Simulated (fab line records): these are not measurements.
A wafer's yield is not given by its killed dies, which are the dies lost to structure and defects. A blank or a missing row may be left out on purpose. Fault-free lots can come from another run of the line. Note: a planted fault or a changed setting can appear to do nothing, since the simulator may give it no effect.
fab line records / flow n5_finfet / part 2 of 2: steps 17 to 26 of 26
[record] lots = 5 wafers = 15 last_day = 16
route steps=1938 shown BEOL_M11@1566
lots that met no fault: taken from a fault-free run of the same line
start_h: start of the lot's first displayed wafer, in hours after the record's first day / wait_h: hours from the lot's prior step to this one / " as in the row above / L1.1+2: several wafers, shown together as one row / - value missing, or start not given / * or withheld: withheld / < > ~ a bound
route shown NAME@n: names a module that has steps shown in the file, with the first one's number in the route / usual: average and standard deviation across the fault-free wafers / same: alike in all rows / chamber/n: place in a boat / sites: the reading at each site / _std_site: their standard deviation / _edge_site: the outer-site mean with the inner-site mean subtracted / radius_mm: for every site, how far away it sits from the centre of the wafer / mask NAME#n: copy n / behind: the last tool/chamber to shape the wafer / hold: the reason the lot was held/the length of the hold in hours/how it ended / device: transistor that didn't switch, given as n, p or np / end of line: the same wafers' tests at the end of the route / a step given without rows: its recipe and nothing more / killed: count of dies lost to structure and defects at first sort (not the wafer's yield) / map: the dies of a wafer, with x for killed, . for not killed, _ for no die there
set.NAME: setting as actually run; set.NAME@STEP: the setting as run at that earlier step / model.NAME: the simulator's own value behind a step, which no gauge read
lots at some steps of the route; a table a step, a row a wafer
services: a tool's chamber out of use, with start hour (start_h, from the record's first day; less than 0 if before it), hours out, and reason
[[steps]]
[step N5_BEOL_M11_HM_STRIP_39]
[recipe] chemistry = peroxide_tin_strip material = TiN target_depth_a = 250 temp_c = 50 time_s = 158
[usual] temp_c = 49.98/0.11
lot.wafer=L079.3 tool=wet_bench-01 chamber=1 start_h=250.24 wait_h=0.0 temp_c=50.11
lot.wafer=L079.5 tool=wet_bench-01 chamber=5 start_h=250.24 wait_h=0.0 temp_c=49.95
lot.wafer=L079.6 tool=wet_bench-01 chamber=0 start_h=250.24 wait_h=0.0 temp_c=50.10
lot.wafer=L081.2 tool=wet_bench-01 chamber=0 start_h=272.08 wait_h=0.0 temp_c=50.05
lot.wafer=L081.4 tool=wet_bench-01 chamber=3 start_h=272.08 wait_h=0.0 temp_c=50.06
lot.wafer=L081.5 tool=wet_bench-01 chamber=5 start_h=272.08 wait_h=0.0 temp_c=49.97
lot.wafer=L086.1 tool=wet_bench-05 chamber=7 start_h=283.59 wait_h=0.0 temp_c=49.82
lot.wafer=L086.5 tool=wet_bench-05 chamber=3 start_h=283.59 wait_h=0.0 temp_c=50.04
lot.wafer=L086.6 tool=wet_bench-05 chamber=0 start_h=283.59 wait_h=0.0 temp_c=50.03
lot.wafer=L090.1 tool=wet_bench-04 chamber=7 start_h=322.13 wait_h=0.0 temp_c=49.88
lot.wafer=L090.2 tool=wet_bench-04 chamber=6 start_h=322.13 wait_h=0.0 temp_c=50.17
lot.wafer=L090.3 tool=wet_bench-04 chamber=4 start_h=322.13 wait_h=0.0 temp_c=50.03
lot.wafer=L093.2 tool=wet_bench-01 chamber=2 start_h=338.07 wait_h=0.0 temp_c=50.01
lot.wafer=L093.5 tool=wet_bench-01 chamber=6 start_h=338.07 wait_h=0.0 temp_c=49.88
lot.wafer=L093.6 tool=wet_bench-01 chamber=1 start_h=338.07 wait_h=0.0 temp_c=49.96
[step N5_BEOL_M11_SRD_40]
[recipe] time_s = 30 temp_c = 23 rinse_liquid = diw dry = ipa_marangoni
[usual] temp_c = 22.99/0.1
lot.wafer=L079.3 tool=wet_bench-01 chamber=1 start_h=250.29 wait_h=0.0 temp_c=22.94
lot.wafer=L079.5 tool=wet_bench-01 chamber=5 start_h=250.29 wait_h=0.0 temp_c=22.89
lot.wafer=L079.6 tool=wet_bench-01 chamber=0 start_h=250.29 wait_h=0.0 temp_c=22.97
lot.wafer=L081.2 tool=wet_bench-01 chamber=0 start_h=272.12 wait_h=0.0 temp_c=22.93
lot.wafer=L081.4 tool=wet_bench-01 chamber=3 start_h=272.12 wait_h=0.0 temp_c=22.92
lot.wafer=L081.5 tool=wet_bench-01 chamber=5 start_h=272.12 wait_h=0.0 temp_c=22.97
lot.wafer=L086.1 tool=wet_bench-05 chamber=7 start_h=283.64 wait_h=0.0 temp_c=22.99
lot.wafer=L086.5 tool=wet_bench-05 chamber=3 start_h=283.64 wait_h=0.0 temp_c=22.64
lot.wafer=L086.6 tool=wet_bench-05 chamber=0 start_h=283.64 wait_h=0.0 temp_c=23.18
lot.wafer=L090.1 tool=wet_bench-04 chamber=7 start_h=322.17 wait_h=0.0 temp_c=23.10
lot.wafer=L090.2 tool=wet_bench-04 chamber=6 start_h=322.17 wait_h=0.0 temp_c=22.90
lot.wafer=L090.3 tool=wet_bench-04 chamber=4 start_h=322.17 wait_h=0.0 temp_c=23.08
lot.wafer=L093.2 tool=wet_bench-01 chamber=2 start_h=338.12 wait_h=0.0 temp_c=23.10
lot.wafer=L093.5 tool=wet_bench-01 chamber=6 start_h=338.12 wait_h=0.0 temp_c=22.94
lot.wafer=L093.6 tool=wet_bench-01 chamber=1 start_h=338.12 wait_h=0.0 temp_c=22.98
[step N5_BEOL_M11_PRECLEAN_42]
[recipe] chemistry = residue_remover time_s = 60 temp_c = 40
[usual] temp_c = 40.00/0.11
lot.wafer=L079.3 tool=wet_bench-01 chamber=1 start_h=250.30 wait_h=0.0 temp_c=40.07
lot.wafer=L079.5 tool=wet_bench-01 chamber=5 start_h=250.30 wait_h=0.0 temp_c=39.84
lot.wafer=L079.6 tool=wet_bench-01 chamber=0 start_h=250.30 wait_h=0.0 temp_c=40.09
lot.wafer=L081.2 tool=wet_bench-01 chamber=0 start_h=272.14 wait_h=0.0 temp_c=40.20
lot.wafer=L081.4 tool=wet_bench-01 chamber=3 start_h=272.14 wait_h=0.0 temp_c=40.14
lot.wafer=L081.5 tool=wet_bench-01 chamber=5 start_h=272.14 wait_h=0.0 temp_c=39.93
lot.wafer=L086.1 tool=wet_bench-05 chamber=7 start_h=283.66 wait_h=0.0 temp_c=39.94
lot.wafer=L086.5 tool=wet_bench-05 chamber=3 start_h=283.66 wait_h=0.0 temp_c=40.22
lot.wafer=L086.6 tool=wet_bench-05 chamber=0 start_h=283.66 wait_h=0.0 temp_c=40.13
lot.wafer=L090.1 tool=wet_bench-04 chamber=7 start_h=322.19 wait_h=0.0 temp_c=40.08
lot.wafer=L090.2 tool=wet_bench-04 chamber=6 start_h=322.19 wait_h=0.0 temp_c=40.06
lot.wafer=L090.3 tool=wet_bench-04 chamber=4 start_h=322.19 wait_h=0.0 temp_c=39.81
lot.wafer=L093.2 tool=wet_bench-01 chamber=2 start_h=338.13 wait_h=0.0 temp_c=39.98
lot.wafer=L093.5 tool=wet_bench-01 chamber=6 start_h=338.13 wait_h=0.0 temp_c=40.19
lot.wafer=L093.6 tool=wet_bench-01 chamber=1 start_h=338.13 wait_h=0.0 temp_c=40.02
[step N5_BEOL_M11_SRD_43]
[recipe] time_s = 30 temp_c = 23 rinse_liquid = diw dry = ipa_marangoni
[usual] temp_c = 23.01/0.11
lot.wafer=L079.3 tool=wet_bench-01 chamber=1 start_h=250.32 wait_h=0.0 temp_c=23.14
lot.wafer=L079.5 tool=wet_bench-01 chamber=5 start_h=250.32 wait_h=0.0 temp_c=23.04
lot.wafer=L079.6 tool=wet_bench-01 chamber=0 start_h=250.32 wait_h=0.0 temp_c=23.01
lot.wafer=L081.2 tool=wet_bench-01 chamber=0 start_h=272.16 wait_h=0.0 temp_c=22.97
lot.wafer=L081.4 tool=wet_bench-01 chamber=3 start_h=272.16 wait_h=0.0 temp_c=23.22
lot.wafer=L081.5 tool=wet_bench-01 chamber=5 start_h=272.16 wait_h=0.0 temp_c=23.09
lot.wafer=L086.1 tool=wet_bench-05 chamber=7 start_h=283.68 wait_h=0.0 temp_c=23.16
lot.wafer=L086.5 tool=wet_bench-05 chamber=3 start_h=283.68 wait_h=0.0 temp_c=23.11
lot.wafer=L086.6 tool=wet_bench-05 chamber=0 start_h=283.68 wait_h=0.0 temp_c=22.96
lot.wafer=L090.1 tool=wet_bench-04 chamber=7 start_h=322.21 wait_h=0.0 temp_c=23.17
lot.wafer=L090.2 tool=wet_bench-04 chamber=6 start_h=322.21 wait_h=0.0 temp_c=23.12
lot.wafer=L090.3 tool=wet_bench-04 chamber=4 start_h=322.21 wait_h=0.0 temp_c=22.95
lot.wafer=L093.2 tool=wet_bench-01 chamber=2 start_h=338.15 wait_h=0.0 temp_c=23.06
lot.wafer=L093.5 tool=wet_bench-01 chamber=6 start_h=338.15 wait_h=0.0 temp_c=23.03
lot.wafer=L093.6 tool=wet_bench-01 chamber=1 start_h=338.15 wait_h=0.0 temp_c=23.10
[step N5_BEOL_M11_CD_MEAS_35]
[recipe] target_cd_nm = 70 polarity = opening
[usual] cd_nm = 69.9/0.7
lot.wafer=L079.3 tool=cd_sem-03 chamber=- start_h=250.36 wait_h=0.0 cd_nm=69.7
lot.wafer=L079.5 tool=cd_sem-03 chamber=- start_h=250.36 wait_h=0.0 cd_nm=70.6
lot.wafer=L079.6 tool=cd_sem-03 chamber=- start_h=250.36 wait_h=0.0 cd_nm=69.6
lot.wafer=L081.2 tool=cd_sem-01 chamber=- start_h=272.20 wait_h=0.0 cd_nm=70.1
lot.wafer=L081.4 tool=cd_sem-01 chamber=- start_h=272.20 wait_h=0.0 cd_nm=69.9
lot.wafer=L081.5 tool=cd_sem-01 chamber=- start_h=272.20 wait_h=0.0 cd_nm=69.5
lot.wafer=L086.1 tool=cd_sem-03 chamber=- start_h=283.72 wait_h=0.0 cd_nm=70.6
lot.wafer=L086.5 tool=cd_sem-03 chamber=- start_h=283.72 wait_h=0.0 cd_nm=68.5
lot.wafer=L086.6 tool=cd_sem-03 chamber=- start_h=283.72 wait_h=0.0 cd_nm=69.3
lot.wafer=L090.1 tool=cd_sem-01 chamber=- start_h=322.25 wait_h=0.0 cd_nm=70.0
lot.wafer=L090.2 tool=cd_sem-01 chamber=- start_h=322.25 wait_h=0.0 cd_nm=68.9
lot.wafer=L090.3 tool=cd_sem-01 chamber=- start_h=322.25 wait_h=0.0 cd_nm=70.2
lot.wafer=L093.2 tool=cd_sem-03 chamber=- start_h=338.19 wait_h=0.0 cd_nm=69.3
lot.wafer=L093.5 tool=cd_sem-03 chamber=- start_h=338.19 wait_h=0.0 cd_nm=69.3
lot.wafer=L093.6 tool=cd_sem-03 chamber=- start_h=338.19 wait_h=0.0 cd_nm=69.4
[step N5_BEOL_M11_CURE_72]
[recipe] temp_c = 370 time_s = 120 ambient = DMADMS/He material = SiCOH_lowk
[usual] lamp_power_pct = 52.31/0.055 wafer_temp_C_max = 371.8/0.59
lot.wafer=L079.3 tool=uv_cure-03 chamber=0 start_h=250.64 wait_h=0.3 lamp_power_pct=52.32 wafer_temp_C_max=372.1
lot.wafer=L079.5 tool=uv_cure-03 chamber=0 start_h=250.64 wait_h=0.3 lamp_power_pct=52.20 wafer_temp_C_max=371.7
lot.wafer=L079.6 tool=uv_cure-03 chamber=0 start_h=250.64 wait_h=0.3 lamp_power_pct=52.33 wafer_temp_C_max=371.7
lot.wafer=L081.2 tool=uv_cure-01 chamber=1 start_h=272.31 wait_h=0.1 lamp_power_pct=52.37 wafer_temp_C_max=372.5
lot.wafer=L081.4 tool=uv_cure-01 chamber=1 start_h=272.31 wait_h=0.1 lamp_power_pct=52.29 wafer_temp_C_max=372.6
lot.wafer=L081.5 tool=uv_cure-01 chamber=1 start_h=272.31 wait_h=0.1 lamp_power_pct=52.32 wafer_temp_C_max=372.5
lot.wafer=L086.1 tool=uv_cure-01 chamber=0 start_h=283.76 wait_h=0.0 lamp_power_pct=52.34 wafer_temp_C_max=372.3
lot.wafer=L086.5 tool=uv_cure-01 chamber=0 start_h=283.76 wait_h=0.0 lamp_power_pct=52.18 wafer_temp_C_max=372.1
lot.wafer=L086.6 tool=uv_cure-01 chamber=0 start_h=283.76 wait_h=0.0 lamp_power_pct=52.36 wafer_temp_C_max=372.1
lot.wafer=L090.1 tool=uv_cure-01 chamber=2 start_h=322.29 wait_h=0.0 lamp_power_pct=52.27 wafer_temp_C_max=371.2
lot.wafer=L090.2 tool=uv_cure-01 chamber=2 start_h=322.29 wait_h=0.0 lamp_power_pct=52.21 wafer_temp_C_max=371.3
lot.wafer=L090.3 tool=uv_cure-01 chamber=2 start_h=322.29 wait_h=0.0 lamp_power_pct=52.33 wafer_temp_C_max=371.5
lot.wafer=L093.2 tool=uv_cure-03 chamber=2 start_h=338.91 wait_h=0.7 lamp_power_pct=52.35 wafer_temp_C_max=371.6
lot.wafer=L093.5 tool=uv_cure-03 chamber=2 start_h=338.91 wait_h=0.7 lamp_power_pct=52.19 wafer_temp_C_max=371.6
lot.wafer=L093.6 tool=uv_cure-03 chamber=2 start_h=338.91 wait_h=0.7 lamp_power_pct=52.29 wafer_temp_C_max=371.4
[step N5_BEOL_M11_DEGAS_44]
[recipe] ambient = vacuum temp_c = 250 time_s = 60
[usual] heater_power_w = 324/33
lot.wafer=L079.3 tool=pvd_sputter-01 chamber=- start_h=250.87 wait_h=0.2 heater_power_w=311
lot.wafer=L079.5 tool=pvd_sputter-01 chamber=- start_h=250.87 wait_h=0.2 heater_power_w=358
lot.wafer=L079.6 tool=pvd_sputter-01 chamber=- start_h=250.87 wait_h=0.2 heater_power_w=293
lot.wafer=L081.2 tool=pvd_sputter-02 chamber=- start_h=274.53 wait_h=2.2 heater_power_w=299
lot.wafer=L081.4 tool=pvd_sputter-02 chamber=- start_h=274.53 wait_h=2.2 heater_power_w=323
lot.wafer=L081.5 tool=pvd_sputter-02 chamber=- start_h=274.53 wait_h=2.2 heater_power_w=326
lot.wafer=L086.1 tool=pvd_sputter-01 chamber=- start_h=284.15 wait_h=0.3 heater_power_w=314
lot.wafer=L086.5 tool=pvd_sputter-01 chamber=- start_h=284.15 wait_h=0.3 heater_power_w=364
lot.wafer=L086.6 tool=pvd_sputter-01 chamber=- start_h=284.15 wait_h=0.3 heater_power_w=307
lot.wafer=L090.1 tool=pvd_sputter-01 chamber=- start_h=322.88 wait_h=0.5 heater_power_w=298
lot.wafer=L090.2 tool=pvd_sputter-01 chamber=- start_h=322.88 wait_h=0.5 heater_power_w=323
lot.wafer=L090.3 tool=pvd_sputter-01 chamber=- start_h=322.88 wait_h=0.5 heater_power_w=378
lot.wafer=L093.2 tool=pvd_sputter-03 chamber=- start_h=339.48 wait_h=0.5 heater_power_w=292
lot.wafer=L093.5 tool=pvd_sputter-03 chamber=- start_h=339.48 wait_h=0.5 heater_power_w=297
lot.wafer=L093.6 tool=pvd_sputter-03 chamber=- start_h=339.48 wait_h=0.5 heater_power_w=263
[step N5_BEOL_M11_PRE_CLEAN_45]
[recipe] gas = H2/He time_s = 30 temp_c = 250
[usual] heater_power_w = 323/33
lot.wafer=L079.3 tool=pvd_sputter-01 chamber=- start_h=250.91 wait_h=0.0 heater_power_w=299
lot.wafer=L079.5 tool=pvd_sputter-01 chamber=- start_h=250.91 wait_h=0.0 heater_power_w=361
lot.wafer=L079.6 tool=pvd_sputter-01 chamber=- start_h=250.91 wait_h=0.0 heater_power_w=293
lot.wafer=L081.2 tool=pvd_sputter-02 chamber=- start_h=274.57 wait_h=0.0 heater_power_w=307
lot.wafer=L081.4 tool=pvd_sputter-02 chamber=- start_h=274.57 wait_h=0.0 heater_power_w=319
lot.wafer=L081.5 tool=pvd_sputter-02 chamber=- start_h=274.57 wait_h=0.0 heater_power_w=319
lot.wafer=L086.1 tool=pvd_sputter-01 chamber=- start_h=284.19 wait_h=0.0 heater_power_w=310
lot.wafer=L086.5 tool=pvd_sputter-01 chamber=- start_h=284.19 wait_h=0.0 heater_power_w=359
lot.wafer=L086.6 tool=pvd_sputter-01 chamber=- start_h=284.19 wait_h=0.0 heater_power_w=299
lot.wafer=L090.1 tool=pvd_sputter-01 chamber=- start_h=322.92 wait_h=0.0 heater_power_w=308
lot.wafer=L090.2 tool=pvd_sputter-01 chamber=- start_h=322.92 wait_h=0.0 heater_power_w=314
lot.wafer=L090.3 tool=pvd_sputter-01 chamber=- start_h=322.92 wait_h=0.0 heater_power_w=374
lot.wafer=L093.2 tool=pvd_sputter-03 chamber=- start_h=339.52 wait_h=0.0 heater_power_w=296
lot.wafer=L093.5 tool=pvd_sputter-03 chamber=- start_h=339.52 wait_h=0.0 heater_power_w=296
lot.wafer=L093.6 tool=pvd_sputter-03 chamber=- start_h=339.52 wait_h=0.0 heater_power_w=263
[step N5_BEOL_M11_ALD_74]
[recipe] material = TaN target_thk_a = 20 temp_c = 275 ald_precursor_family = PDMAT ald_co_reactant = NH3 pressure_torr = 3 carrier_flow_sccm = 1500 pulse_time_s = 2 purge_time_s = 3 co_reactant_purge_time_s = 2 co_reactant_pulse_time_s = 3 ald_cycles = 40 precursor_vessel_temp_c = 75 precursor_vessel_pressure_torr = 26.25 precursor_vessel_carrier_sccm = 1000
[usual] heater_power_w = 405/38 mfc_carrier_sccm = 1500/4.4
[same] co_reactant_purge_time_s = 2
lot.wafer=L079.3 tool=ald_metal-02 chamber=0 start_h=250.97 wait_h=0.0 heater_power_w=388 mfc_carrier_sccm=1496
lot.wafer=L079.5 tool=ald_metal-02 chamber=2 start_h=250.97 wait_h=0.0 heater_power_w=406 mfc_carrier_sccm=1496
lot.wafer=L079.6 tool=ald_metal-02 chamber=1 start_h=250.97 wait_h=0.0 heater_power_w=422 mfc_carrier_sccm=1496
lot.wafer=L081.2 tool=ald_metal-02 chamber=1 start_h=274.74 wait_h=0.2 heater_power_w=416 mfc_carrier_sccm=1498
lot.wafer=L081.4 tool=ald_metal-02 chamber=0 start_h=274.74 wait_h=0.2 heater_power_w=394 mfc_carrier_sccm=1503
lot.wafer=L081.5 tool=ald_metal-02 chamber=0 start_h=274.74 wait_h=0.2 heater_power_w=389 mfc_carrier_sccm=1505
lot.wafer=L086.1 tool=ald_metal-02 chamber=3 start_h=284.25 wait_h=0.0 heater_power_w=377 mfc_carrier_sccm=1498
lot.wafer=L086.5 tool=ald_metal-02 chamber=3 start_h=284.25 wait_h=0.0 heater_power_w=372 mfc_carrier_sccm=1502
lot.wafer=L086.6 tool=ald_metal-02 chamber=0 start_h=284.25 wait_h=0.0 heater_power_w=391 mfc_carrier_sccm=1489
lot.wafer=L090.1 tool=ald_metal-02 chamber=3 start_h=322.99 wait_h=0.0 heater_power_w=373 mfc_carrier_sccm=1500
lot.wafer=L090.2 tool=ald_metal-02 chamber=0 start_h=322.99 wait_h=0.0 heater_power_w=400 mfc_carrier_sccm=1493
lot.wafer=L090.3 tool=ald_metal-02 chamber=2 start_h=322.99 wait_h=0.0 heater_power_w=380 mfc_carrier_sccm=1502
lot.wafer=L093.2 tool=ald_metal-01 chamber=2 start_h=339.58 wait_h=0.0 heater_power_w=409 mfc_carrier_sccm=1499
lot.wafer=L093.5 tool=ald_metal-01 chamber=3 start_h=339.58 wait_h=0.0 heater_power_w=381 mfc_carrier_sccm=1496
lot.wafer=L093.6 tool=ald_metal-01 chamber=2 start_h=339.58 wait_h=0.0 heater_power_w=402 mfc_carrier_sccm=1501
[step N5_BEOL_M11_SURFACE_TREAT_76]
[recipe] gas = Ar time_s = * ion_energy_ev = * ion_current_ma_cm2 = 0.5 pressure_mtorr = * ar_flow_sccm = 30
[usual] throttle_valve_pct = *
lot.wafer=L079.3 tool=pvd_sputter-02 chamber=- start_h=251.25 wait_h=0.2 throttle_valve_pct=*
lot.wafer=L079.5 tool=pvd_sputter-02 chamber=- start_h=251.25 wait_h=0.2 throttle_valve_pct=*
lot.wafer=L079.6 tool=pvd_sputter-02 chamber=- start_h=251.25 wait_h=0.2 throttle_valve_pct=*
lot.wafer=L081.2 tool=pvd_sputter-03 chamber=- start_h=275.08 wait_h=0.2 throttle_valve_pct=*
lot.wafer=L081.4 tool=pvd_sputter-03 chamber=- start_h=275.08 wait_h=0.2 throttle_valve_pct=*
lot.wafer=L081.5 tool=pvd_sputter-03 chamber=- start_h=275.08 wait_h=0.2 throttle_valve_pct=*
lot.wafer=L086.1 tool=pvd_sputter-01 chamber=- start_h=284.55 wait_h=0.2 throttle_valve_pct=*
lot.wafer=L086.5 tool=pvd_sputter-01 chamber=- start_h=284.55 wait_h=0.2 throttle_valve_pct=*
lot.wafer=L086.6 tool=pvd_sputter-01 chamber=- start_h=284.55 wait_h=0.2 throttle_valve_pct=*
lot.wafer=L090.1 tool=pvd_sputter-03 chamber=- start_h=323.39 wait_h=0.3 throttle_valve_pct=*
lot.wafer=L090.2 tool=pvd_sputter-03 chamber=- start_h=323.39 wait_h=0.3 throttle_valve_pct=*
lot.wafer=L090.3 tool=pvd_sputter-03 chamber=- start_h=323.39 wait_h=0.3 throttle_valve_pct=*
lot.wafer=L093.2 tool=pvd_sputter-03 chamber=- start_h=340.00 wait_h=0.3 throttle_valve_pct=*
lot.wafer=L093.5 tool=pvd_sputter-03 chamber=- start_h=340.00 wait_h=0.3 throttle_valve_pct=*
lot.wafer=L093.6 tool=pvd_sputter-03 chamber=- start_h=340.00 wait_h=0.3 throttle_valve_pct=*
[[services]]
tool=uv_cure-01 chamber=- start_h=226.58 hours=28.1 kind=pm
tool=wet_bench-05 chamber=- start_h=231.95 hours=1.6 kind=repair
tool=ald_metal-01 chamber=0 start_h=234.92 hours=2.9 kind=repair
tool=ald_metal-02 chamber=2 start_h=254.25 hours=10.7 kind=repair
tool=uv_cure-01 chamber=- start_h=254.68 hours=1.0 kind=pm
tool=uv_cure-03 chamber=- start_h=269.52 hours=7.5 kind=pm
tool=rie_diel-06 chamber=0 start_h=270.40 hours=9.1 kind=repair
tool=rie_diel-05 chamber=2 start_h=270.47 hours=12.0 kind=repair
tool=uv_cure-01 chamber=- start_h=284.06 hours=7.5 kind=pm
tool=litho_track-04 chamber=- start_h=287.35 hours=- kind=consumable_replace:filter
tool=ald_metal-01 chamber=- start_h=310.19 hours=1.3 kind=repair
tool=rie_diel-05 chamber=3 start_h=312.55 hours=6.6 kind=repair
tool=rie_diel-06 chamber=2 start_h=316.25 hours=- kind=clean
tool=rie_diel-06 chamber=2 start_h=316.25 hours=- kind=consumable_replace:focus_ring
tool=rie_diel-06 chamber=2 start_h=316.25 hours=14.1 kind=scheduled_down
tool=rie_diel-06 chamber=2 start_h=316.25 hours=14.1 kind=vent_cycle
tool=rie_diel-05 chamber=2 start_h=317.23 hours=1.2 kind=repair
tool=rie_diel-03 chamber=2 start_h=331.22 hours=2.2 kind=repair
